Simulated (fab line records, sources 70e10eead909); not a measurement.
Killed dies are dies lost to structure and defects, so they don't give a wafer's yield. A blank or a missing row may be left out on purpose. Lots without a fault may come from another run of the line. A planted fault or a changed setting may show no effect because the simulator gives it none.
Which tool did it? | flow nand_harc | 24 lots, 72 wafers sampled, at 6 steps of a route of 1159

WHAT THE GAUGES READ, wafer by wafer
The record holds no reading of a measuring or inspecting step that can be judged against a usual standard deviation.

WHICH TOOL RAN EACH LOT (tool, then ch and the chambers of the sampled wafers, then the start)
lot  | NHARC_A_SGD_CUT_ETCH_16                       | NHARC_A_SGD_CUT_CMP_21        | NHARC_A_WL_FILL_ALD_00           | NHARC_A_CONTACT_DEP_29          | NHARC_A_CONTACT_DESCUM_47          | NHARC_A_CONTACT_ETCH_114
L074 | rie_diel-11 ch 0,2,3, day 13 15:08 or earlier | cmp-02 ch 0,1,3, day 13 15:08 | ald_hk-02 ch 1,2,3, day 14 13:15 | pecvd-01 ch 0,1, day 16 07:25   | rie_diel-01 ch 0,2,3, day 16 08:20 | har_cap_etch-01 ch 0,1, day 16 10:31
L075 | rie_diel-05 ch 1,3, day 14 09:28 or earlier   | cmp-02 ch 0,1,3, day 14 09:28 | ald_hk-04 ch 0,1,3, day 15 01:18 | pecvd-02 ch 1,2, day 16 20:33   | rie_diel-13 ch 1,2,3, day 16 21:19 | har_cap_etch-03 ch 0,1, day 16 22:56
L076 | rie_diel-11 ch 0,1,3, day 14 09:28 or earlier | cmp-04 ch 0,1, day 14 09:28   | ald_hk-03 ch 0,3, day 15 01:19   | pecvd-03 ch 1,2, day 16 17:40   | rie_diel-13 ch 0,1,3, day 16 18:26 | har_cap_etch-03 ch 0,1, day 16 20:05
L077 | rie_diel-05 ch 0,1,3, day 14 18:25 or earlier | cmp-04 ch 0,1,3, day 14 18:25 | ald_hk-04 ch 1,2,3, day 15 12:34 | pecvd-02 ch 0,1,2, day 17 12:56 | rie_diel-13 ch 0,1,3, day 17 13:50 | har_cap_etch-02 ch 0,1, day 17 15:29
L078 | rie_diel-08 ch 0,3, day 14 18:28 or earlier   | cmp-02 ch 1,2,3, day 14 18:28 | ald_hk-03 ch 1,2,3, day 15 12:37 | pecvd-01 ch 0,1,2, day 17 17:38 | rie_diel-04 ch 0,2,3, day 17 18:23 | har_cap_etch-03 ch 0,1, day 17 20:07
L079 | rie_diel-11 ch 1,2,3, day 15 10:02 or earlier | cmp-02 ch 0,2,3, day 15 10:02 | ald_hk-02 ch 0,1,3, day 16 01:37 | pecvd-01 ch 0,1,2, day 17 15:23 | rie_diel-13 ch 1,2,3, day 17 16:10 | har_cap_etch-01 ch 0,1, day 17 17:54
L081 | rie_diel-08 ch 1,2,3, day 15 22:17 or earlier | cmp-04 ch 2,3, day 15 22:17   | ald_hk-02 ch 1,2, day 16 18:22   | pecvd-02 ch 0,1,2, day 18 09:58 | rie_diel-13 ch 0,1,3, day 18 10:55 | har_cap_etch-02 ch 0,1, day 18 12:46
L082 | rie_diel-05 ch 1,3, day 15 22:16 or earlier   | cmp-02 ch 0,2, day 15 22:16   | ald_hk-03 ch 0,1,2, day 16 18:28 | pecvd-01 ch 0,1,2, day 18 06:32 | rie_diel-04 ch 1,2,3, day 18 07:28 | har_cap_etch-03 ch 1, day 18 09:23
L080 | rie_diel-08 ch 0,1, day 16 04:00 or earlier   | cmp-02 ch 2,3, day 16 04:00   | ald_hk-02 ch 0,1,3, day 16 20:18 | pecvd-02 ch 0,2, day 18 13:07   | rie_diel-01 ch 0,1, day 18 14:01   | har_cap_etch-03 ch 0,1, day 18 15:54
L083 | rie_diel-08 ch 0,3, day 16 09:49 or earlier   | cmp-01 ch 0,2, day 16 09:49   | ald_hk-03 ch 1,2, day 17 00:55   | pecvd-02 ch 0,1, day 18 16:58   | rie_diel-13 ch 1,2,3, day 18 17:45 | har_cap_etch-01 ch 0,1, day 18 19:23
L084 | rie_diel-11 ch 1,2,3, day 16 09:47 or earlier | cmp-02 ch 0,1,2, day 16 09:47 | ald_hk-02 ch 0,2,3, day 17 00:56 | pecvd-02 ch 0,1,2, day 18 19:47 | rie_diel-01 ch 0,1,2, day 18 20:34 | har_cap_etch-02 ch 0,1, day 18 22:12
L088 | rie_diel-08 ch 0,2,3, day 17 01:53 or earlier | cmp-01 ch 0,1, day 17 01:53   | ald_hk-04 ch 1,3, day 17 17:05   | pecvd-01 ch 0,1, day 19 06:03   | rie_diel-04 ch 2,3, day 19 07:01   | har_cap_etch-02 ch 0,1, day 19 08:43
L087 | rie_diel-11 ch 0,2,3, day 17 01:53 or earlier | cmp-04 ch 0,1, day 17 01:53   | ald_hk-02 ch 0,2,3, day 17 17:12 | pecvd-02 ch 1,2, day 19 05:56   | rie_diel-01 ch 0,1,2, day 19 06:41 | har_cap_etch-01 ch 1, day 19 08:19
L086 | rie_diel-05 ch 0,1,2, day 17 07:53 or earlier | cmp-04 ch 0,1,3, day 17 07:53 | ald_hk-04 ch 1,2, day 18 00:56   | pecvd-02 ch 0,2, day 19 11:02   | rie_diel-13 ch 1,2, day 19 11:53   | har_cap_etch-02 ch 0,1, day 19 13:34
L085 | rie_diel-05 ch 0,3, day 17 13:55 or earlier   | cmp-01 ch 0,1,2, day 17 13:55 | ald_hk-02 ch 0,1, day 18 05:41   | pecvd-02 ch 1,2, day 19 13:05   | rie_diel-04 ch 0,1,3, day 19 14:01 | har_cap_etch-02 ch 0,1, day 19 17:47
L091 | rie_diel-05 ch 0,1, day 17 23:18 or earlier   | cmp-01 ch 1,2,3, day 17 23:18 | ald_hk-03 ch 1,2, day 18 14:43   | pecvd-03 ch 0,1, day 20 00:37   | rie_diel-01 ch 1,2,3, day 20 01:31 | har_cap_etch-03 ch 0,1, day 20 03:29
L090 | rie_diel-08 ch 1,3, day 17 23:13 or earlier   | cmp-02 ch 1,3, day 17 23:13   | ald_hk-03 ch 2,3, day 18 14:34   | pecvd-03 ch 0,1, day 20 00:56   | rie_diel-01 ch 0,1,3, day 20 01:56 | har_cap_etch-01 ch 0,1, day 20 03:52
L089 | rie_diel-08 ch 0,1, day 17 23:17 or earlier   | cmp-04 ch 0,1,2, day 17 23:17 | ald_hk-03 ch 0,2,3, day 18 14:28 | pecvd-03 ch 1,2, day 19 19:58   | rie_diel-01 ch 0,3, day 19 20:42   | har_cap_etch-03 ch 0,1, day 19 22:20
L092 | rie_diel-08 ch 0,2,3, day 18 03:08 or earlier | cmp-02 ch 0,1,2, day 18 03:08 | ald_hk-03 ch 1,2,3, day 18 22:20 | pecvd-02 ch 0,1, day 20 12:08   | rie_diel-01 ch 0,1,3, day 20 13:04 | har_cap_etch-02 ch 0,1, day 20 15:05
L093 | rie_diel-11 ch 0,3, day 18 20:29 or earlier   | cmp-02 ch 0,3, day 18 20:29   | ald_hk-04 ch 0,1,2, day 19 14:28 | pecvd-02 ch 0,1,2, day 21 00:41 | rie_diel-04 ch 1,2, day 21 01:28   | har_cap_etch-01 ch 0, day 21 03:09
L094 | rie_diel-08 ch 1,2, day 18 20:32 or earlier   | cmp-04 ch 1,2,3, day 18 20:32 | ald_hk-04 ch 0,1,2, day 19 14:19 | pecvd-02 ch 0,1, day 21 01:22   | rie_diel-01 ch 1,2,3, day 21 02:07 | har_cap_etch-03 ch 0,1, day 21 03:47
L096 | rie_diel-11 ch 1,2,3, day 19 03:10 or earlier | cmp-02 ch 0,1,2, day 19 03:10 | ald_hk-03 ch 0,1,3, day 19 20:55 | pecvd-01 ch 0,1,2, day 21 06:46 | rie_diel-04 ch 1,2,3, day 21 07:34 | har_cap_etch-02 ch 0,1, day 21 09:12
L095 | rie_diel-05 ch 0,1, day 19 03:14 or earlier   | cmp-04 ch 1,2,3, day 19 03:14 | ald_hk-04 ch 0,3, day 19 20:56   | pecvd-01 ch 1,2, day 21 05:00   | rie_diel-13 ch 1,2, day 21 05:53   | har_cap_etch-01 ch 0,1, day 21 08:02
L097 | rie_diel-05 ch 0,1,3, day 20 01:26 or earlier | cmp-02 ch 0,1,3, day 20 01:26 | ald_hk-04 ch 0,1,3, day 20 18:34 | pecvd-01 ch 0,1,2, day 22 12:25 | rie_diel-04 ch 0,2,3, day 22 13:18 | har_cap_etch-01 ch 0,1, day 22 15:04
- NHARC_A_SGD_CUT_ETCH_16: etches the open film in C4F8/O2/Ar, target depth 310.5 nm, time 155.2 s.
- NHARC_A_SGD_CUT_CMP_21: polishes, target thk 148.19 nm.
- NHARC_A_WL_FILL_ALD_00: deposits Al2O3, target thk 3 nm, pulse time 3 s, ald cycles 30.
- NHARC_A_CONTACT_DEP_29: deposits SiON, target thk 70 nm.
- NHARC_A_CONTACT_DESCUM_47: chemistry O2, time 3 s.
- NHARC_A_CONTACT_ETCH_114: etches the open film in C4F8/O2/Ar, time 94 s, target depth 922 nm.

WHAT THE TOOLS THEMSELVES READ (means of the sampled wafers that have a number; where no wafer has one, the mark that the record gives instead)
NHARC_A_SGD_CUT_ETCH_16.
lot  | tool        | oes_product_au (a.u.) | rf_vpp_V (V)
L074 | rie_diel-11 | 0.956                 | 729
L075 | rie_diel-05 | 0.969                 | 720
L076 | rie_diel-11 | 0.983                 | 726
L077 | rie_diel-05 | 0.977                 | 723
L078 | rie_diel-08 | 0.982                 | 726
L079 | rie_diel-11 | 0.976                 | 726
L081 | rie_diel-08 | 0.976                 | 724
L082 | rie_diel-05 | 0.965                 | 719
L080 | rie_diel-08 | 0.962                 | 730
L083 | rie_diel-08 | 0.956                 | 726
L084 | rie_diel-11 | 0.984                 | 726
L088 | rie_diel-08 | 0.984                 | 725
L087 | rie_diel-11 | 0.995                 | 729
L086 | rie_diel-05 | 0.982                 | 727
L085 | rie_diel-05 | 0.967                 | 719
L091 | rie_diel-05 | 0.943                 | 725
L090 | rie_diel-08 | 0.973                 | 728
L089 | rie_diel-08 | 0.984                 | 731
L092 | rie_diel-08 | 0.969                 | 725
L093 | rie_diel-11 | 0.977                 | 728
L094 | rie_diel-08 | 0.987                 | 726
L096 | rie_diel-11 | 0.988                 | 726
L095 | rie_diel-05 | 0.972                 | 725
L097 | rie_diel-05 | 0.962                 | 722

NHARC_A_SGD_CUT_CMP_21.
lot  | tool   | motor_current_A (A) | time_to_endpoint_s (s)
L074 | cmp-02 | 13.7                | 50.4
L075 | cmp-02 | 13.4                | 49.1
L076 | cmp-04 | 11.3                | 52.5
L077 | cmp-04 | 10.6                | 49.7
L078 | cmp-02 | 13.4                | 50.1
L079 | cmp-02 | 12.9                | 53.0
L081 | cmp-04 | 10.6                | 48.8
L082 | cmp-02 | 11.6                | 51.0
L080 | cmp-02 | 13.4                | 51.8
L083 | cmp-01 | 11.2                | 51.7
L084 | cmp-02 | 12.2                | 51.3
L088 | cmp-01 | 11.4                | 46.0
L087 | cmp-04 | 10.7                | 50.0
L086 | cmp-04 | 11.0                | 52.6
L085 | cmp-01 | 10.8                | 48.2
L091 | cmp-01 | 11.3                | 49.7
L090 | cmp-02 | 13.9                | 53.0
L089 | cmp-04 | 10.8                | 46.5
L092 | cmp-02 | 12.4                | 46.0
L093 | cmp-02 | 14.7                | 54.8
L094 | cmp-04 | 10.2                | 47.0
L096 | cmp-02 | 12.2                | 52.8
L095 | cmp-04 | 9.9                 | 46.6
L097 | cmp-02 | 13.4                | 49.8

NHARC_A_WL_FILL_ALD_00.
lot  | tool      | heater_power_w (W) | precursor_pulse_height_rel
L074 | ald_hk-02 | 445                | 0.994
L075 | ald_hk-04 | 458                | 1.000
L076 | ald_hk-03 | 494                | 0.998
L077 | ald_hk-04 | 461                | 1.002
L078 | ald_hk-03 | 447                | 0.990
L079 | ald_hk-02 | 424                | 0.998
L081 | ald_hk-02 | 479                | 1.015
L082 | ald_hk-03 | 441                | 1.001
L080 | ald_hk-02 | 426                | 0.994
L083 | ald_hk-03 | 434                | 1.009
L084 | ald_hk-02 | 409                | 0.990
L088 | ald_hk-04 | 463                | 0.995
L087 | ald_hk-02 | 409                | 0.993
L086 | ald_hk-04 | 448                | 1.002
L085 | ald_hk-02 | 408                | 0.992
L091 | ald_hk-03 | 409                | 0.985
L090 | ald_hk-03 | 482                | 0.990
L089 | ald_hk-03 | 481                | 0.996
L092 | ald_hk-03 | 454                | 1.004
L093 | ald_hk-04 | 428                | 0.987
L094 | ald_hk-04 | 440                | 0.978
L096 | ald_hk-03 | 460                | 1.009
L095 | ald_hk-04 | 437                | 1.011
L097 | ald_hk-04 | 455                | 1.000

NHARC_A_CONTACT_DEP_29.
lot  | tool     | heater_power_w (W)
L074 | pecvd-01 | 747
L075 | pecvd-02 | 676
L076 | pecvd-03 | 822
L077 | pecvd-02 | 628
L078 | pecvd-01 | 735
L079 | pecvd-01 | 684
L081 | pecvd-02 | 659
L082 | pecvd-01 | 697
L080 | pecvd-02 | 664
L083 | pecvd-02 | 680
L084 | pecvd-02 | 719
L088 | pecvd-01 | 792
L087 | pecvd-02 | 708
L086 | pecvd-02 | 690
L085 | pecvd-02 | 715
L091 | pecvd-03 | 881
L090 | pecvd-03 | 800
L089 | pecvd-03 | 799
L092 | pecvd-02 | 682
L093 | pecvd-02 | 683
L094 | pecvd-02 | 687
L096 | pecvd-01 | 716
L095 | pecvd-01 | 639
L097 | pecvd-01 | 671

NHARC_A_CONTACT_DESCUM_47.
lot  | tool        | drypump_motor_current_A (A) | oes_product_au (a.u.) | rf_vpp_V (V) | showerhead_plenum_p_Torr (Torr) | throttle_valve_pct (%)
L074 | rie_diel-01 | 5.3                         | 1.007                 | 58.2         | 1.86                            | 11.309
L075 | rie_diel-13 | 5.9                         | 0.998                 | 57.7         | 1.93                            | 11.304
L076 | rie_diel-13 | 5.7                         | 0.996                 | 57.2         | 1.91                            | 11.317
L077 | rie_diel-13 | 5.7                         | 1.002                 | 57.3         | 1.91                            | 11.308
L078 | rie_diel-04 | 6.1                         | 0.994                 | 57.6         | 1.88                            | 11.306
L079 | rie_diel-13 | 5.8                         | 0.993                 | 58.0         | 1.93                            | 11.306
L081 | rie_diel-13 | 5.7                         | 1.000                 | 58.3         | 1.90                            | 11.314
L082 | rie_diel-04 | 6.3                         | 1.006                 | 57.4         | 1.92                            | 11.314
L080 | rie_diel-01 | 5.0                         | 0.997                 | 57.4         | 1.89                            | 11.320
L083 | rie_diel-13 | 5.8                         | 1.000                 | 57.3         | 1.92                            | 11.303
L084 | rie_diel-01 | 5.1                         | 1.003                 | 57.7         | 1.88                            | 11.308
L088 | rie_diel-04 | 6.2                         | 1.002                 | 57.3         | 1.89                            | 11.304
L087 | rie_diel-01 | 5.1                         | 0.999                 | 58.1         | 1.88                            | 11.309
L086 | rie_diel-13 | 6.0                         | 0.999                 | 57.7         | 1.86                            | 11.327
L085 | rie_diel-04 | 6.2                         | 1.010                 | 57.3         | 1.83                            | 11.313
L091 | rie_diel-01 | 5.4                         | 1.001                 | 56.6         | 1.81                            | 11.309
L090 | rie_diel-01 | 5.3                         | 0.999                 | 56.7         | 1.87                            | 11.309
L089 | rie_diel-01 | 5.5                         | 0.998                 | 57.6         | 1.86                            | 11.305
L092 | rie_diel-01 | 5.3                         | 1.001                 | 56.8         | 1.87                            | 11.311
L093 | rie_diel-04 | 6.4                         | 1.011                 | 58.5         | 1.95                            | 11.318
L094 | rie_diel-01 | 5.4                         | 0.988                 | 56.9         | 1.80                            | 11.306
L096 | rie_diel-04 | 6.3                         | 1.007                 | 57.5         | 1.91                            | 11.324
L095 | rie_diel-13 | 6.0                         | 1.005                 | 57.7         | 1.86                            | 11.308
L097 | rie_diel-04 | 6.1                         | 1.006                 | 58.8         | 1.97                            | 11.314

THE ANSWER, worked out from the rows above alone
Rule: what is usual is taken from the lots themselves. Put in order of their means at a reading, lots are off if they are a third of the lots or fewer, leave a main group of 4 or more, and stand apart from it by a gap of 3 or more times the standard deviation of the main group's means; of several such gaps the widest counts. A main group whose means are all the same, to the digits that the tables above print for the reading, isn't used. A lot without any number at a reading at which 4 lots or more have one is off too. The other lots that the step has rows for count as sound. The gauges are gone through in route order, then the tools' own readings, and for those a lot's mean is taken as printed above. The first step at which some lot is off is used, and at that step the reading that is off furthest; a lot without a number counts as furthest.
No lot is off at any reading shown: from this, nothing can be told.

WHAT THE SIMULATOR HAD PUT IN
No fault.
